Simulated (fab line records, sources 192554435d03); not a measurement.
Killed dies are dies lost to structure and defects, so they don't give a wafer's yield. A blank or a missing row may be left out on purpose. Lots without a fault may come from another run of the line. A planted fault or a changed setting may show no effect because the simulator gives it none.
Which tool did it? | flow n5_finfet | 13 lots, 33 wafers sampled, at 4 steps of a route of 1938

WHAT THE GAUGES READ, wafer by wafer
N5_BEOL_M8_INSPECT_58: inspects for defects (darkfield). Usual: raw_defect_count 71, standard deviation 19.
lot  | measured     | on                | raw_defect_count | flag
L785 | day 10 11:25 | defect_inspect-01 | 50 57 58         |
L787 | day 11 00:38 | defect_inspect-02 | 55 60 77         |
L789 | day 11 05:55 | defect_inspect-02 | 86 91            |
L793 | day 12 04:36 | defect_inspect-02 | 75 45 88         |
L792 | day 12 04:52 | defect_inspect-02 | 59 40 59         |
L794 | day 12 13:13 | defect_inspect-02 | 99 92            |
L795 | day 12 19:25 | defect_inspect-01 | 65 74            |
L796 | day 13 02:23 | defect_inspect-01 | 81 64 52         |
L798 | day 13 10:31 | defect_inspect-02 | 55 54 56         |
L799 | day 14 20:34 | defect_inspect-02 | 58 50            |
L802 | day 15 04:19 | defect_inspect-02 | 69 79            |
L804 | day 15 14:48 | defect_inspect-02 | 57 54 77         |
L805 | day 15 14:57 | defect_inspect-02 | 44 75            |

N5_BEOL_M9_THK_MEAS_01. Usual: M9_ILD_THK 269 nm, standard deviation 4.1.
lot  | measured     | on            | M9_ILD_THK (nm) | flag
L785 | day 10 12:02 | film_metro-02 | 268 275 271     |
L787 | day 11 01:16 | film_metro-01 | 264 268 263     |
L789 | day 11 06:32 | film_metro-02 | 271 272         |
L793 | day 12 05:57 | film_metro-02 | 267 261 263     |
L792 | day 12 06:13 | film_metro-02 | 268 262 268     |
L794 | day 12 14:19 | film_metro-01 | 269 274         |
L795 | day 12 20:03 | film_metro-02 | 273 273         |
L796 | day 13 03:02 | film_metro-02 | 269 263 271     |
L798 | day 13 11:09 | film_metro-02 | 262 261 270     |
L799 | day 14 21:39 | film_metro-01 | 266 276         |
L802 | day 15 04:57 | film_metro-02 | 264 268         |
L804 | day 15 15:54 | film_metro-01 | 261 269 268     |
L805 | day 15 15:35 | film_metro-01 | 264 270         |

N5_BEOL_M9_CD_MEAS_18: pitch 140 nm, target cd 70 nm. Usual: cd_nm 69.8 nm, standard deviation 0.86.
lot  | measured     | on        | cd_nm (nm)     | flag
L785 | day 10 13:29 | cd_sem-01 | 68.4 70.3 70.5 |
L787 | day 11 03:05 | cd_sem-03 | 69.5 68.2 69.8 |
L789 | day 11 09:26 | cd_sem-03 | 70.8 68.5      |
L793 | day 12 07:32 | cd_sem-02 | 69.5 69.1 70.4 |
L792 | day 12 07:41 | cd_sem-02 | 69.8 69.0 70.8 |
L794 | day 12 18:15 | cd_sem-03 | 70.2 69.6      |
L795 | day 12 23:11 | cd_sem-03 | 70.4 67.9      |
L796 | day 13 04:27 | cd_sem-02 | 69.6 70.1 69.7 |
L798 | day 13 14:59 | cd_sem-02 | 70.7 71.6 69.1 |
L799 | day 15 01:00 | cd_sem-03 | 69.6 68.9      |
L802 | day 15 06:43 | cd_sem-02 | 69.2 67.9      |
L804 | day 15 18:57 | cd_sem-01 | 70.8 70.3 70.8 |
L805 | day 15 18:49 | cd_sem-02 | 67.7 70.6      |

WHICH TOOL RAN EACH LOT (tool, then ch and the chambers of the sampled wafers, then the start)
lot  | N5_BEOL_M9_ETCH_61
L785 | rie_diel-05 ch 0,2, day 10 12:54
L787 | rie_diel-05 ch 0,1,2, day 11 02:31
L789 | rie_diel-06 ch 1,3, day 11 08:59
L793 | rie_diel-05 ch 0,3, day 12 07:07
L792 | rie_diel-04 ch 1,2,3, day 12 07:11
L794 | rie_diel-04 ch 2,3, day 12 17:46
L795 | rie_diel-05 ch 0,3, day 12 22:47
L796 | rie_diel-05 ch 0,1, day 13 04:02
L798 | rie_diel-05 ch 1,2, day 13 14:27
L799 | rie_diel-05 ch 1,3, day 15 00:21
L802 | rie_diel-05 ch 0,1, day 15 06:16
L804 | rie_diel-04 ch 1,3, day 15 18:32
L805 | rie_diel-05 ch 0,2, day 15 18:21
- N5_BEOL_M9_ETCH_61: etches SiARC in CF4, target depth 39 nm, time 65 s.

WHAT THE TOOLS THEMSELVES READ (means of the sampled wafers that have a number; where no wafer has one, the mark that the record gives instead)
N5_BEOL_M9_ETCH_61. Usual: drypump_motor_current_A 5.4 A, standard deviation 0.42; etch_rf_on_time_s 65.7 s, standard deviation 2; oes_product_au 0.68 a.u., standard deviation 0.073; rf_vpp_V 183.8 V, standard deviation 1.1; showerhead_plenum_p_Torr 2.13 Torr, standard deviation 0.057; throttle_valve_pct 15.63 %, standard deviation 0.25.
lot  | tool        | drypump_motor_current_A (A) | etch_rf_on_time_s (s) | oes_product_au (a.u.) | rf_vpp_V (V) | showerhead_plenum_p_Torr (Torr) | throttle_valve_pct (%) | flag
L785 | rie_diel-05 | 5.6                         | 64.7                  | 0.69                  | 184.5        | 2.12                            | 15.55                  |
L787 | rie_diel-05 | 5.6                         | 64.5                  | 0.68                  | 183.9        | 2.11                            | 15.60                  |
L789 | rie_diel-06 | 5.5                         | 66.9                  | 0.71                  | 184.4        | 2.17                            | 15.36                  |
L793 | rie_diel-05 | 5.3                         | 67.4                  | 0.61                  | 182.7        | 2.11                            | 15.82                  |
L792 | rie_diel-04 | 5.1                         | 65.9                  | 0.69                  | 183.5        | 2.13                            | 15.59                  |
L794 | rie_diel-04 | 5.0                         | 65.2                  | 0.75                  | 183.8        | 2.13                            | 15.41                  |
L795 | rie_diel-05 | 5.4                         | 66.9                  | 0.59                  | 183.6        | 2.12                            | 15.84                  |
L796 | rie_diel-05 | 5.6                         | 64.9                  | 0.66                  | 183.7        | 2.10                            | 15.67                  |
L798 | rie_diel-05 | 5.8                         | 63.9                  | 0.68                  | 184.3        | 2.13                            | 15.56                  |
L799 | rie_diel-05 | 5.8                         | 98.8                  | 0.62                  | 183.8        | 2.17                            | 15.48                  | OFF
L802 | rie_diel-05 | 5.5                         | 82.5                  | 0.58                  | 182.3        | 2.09                            | 15.73                  | OFF
L804 | rie_diel-04 | 5.2                         | 64.3                  | 0.64                  | 183.4        | 2.11                            | 15.80                  |
L805 | rie_diel-05 | 5.5                         | 101.0                 | 0.54                  | 183.6        | 2.09                            | 15.68                  | OFF

THE ANSWER, worked out from the rows above alone
Rule: a lot is off if the mean of its wafers that have a number lies more than 3 standard deviations from the usual mean. A lot without any number at a reading at which 4 lots or more have one is off too. The other lots that the step has rows for count as sound. The gauges are gone through in route order, then the tools' own readings, and for those a lot's mean is taken as printed above. The first step at which some lot is off is used, and at that step the reading that is off furthest; a lot without a number counts as furthest.
Off: L799, L802, L805, at N5_BEOL_M9_ETCH_61 (etch_rf_on_time_s).
A tool fits if, at that step or a process step before it, it ran every lot that is off, and no sound lot after the first of them. One fits: rie_diel-05 at N5_BEOL_M9_ETCH_61. Its last sound lot is L798 (day 13 14:27), its first lot that is off L799 (day 15 00:21): a fault that began between those two fits.
The tool's own readings at N5_BEOL_M9_ETCH_61 bear it out: on the lots that are off they differ by more than 5 times the standard deviation of the sound lots' means. etch_rf_on_time_s reads 94.1 s there against 65.5 s on the sound lots.

WHAT THE SIMULATOR HAD PUT IN
Process parameter drift: rie_diel-05, from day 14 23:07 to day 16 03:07, at N5_BEOL_M9_ETCH_61. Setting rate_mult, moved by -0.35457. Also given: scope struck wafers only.
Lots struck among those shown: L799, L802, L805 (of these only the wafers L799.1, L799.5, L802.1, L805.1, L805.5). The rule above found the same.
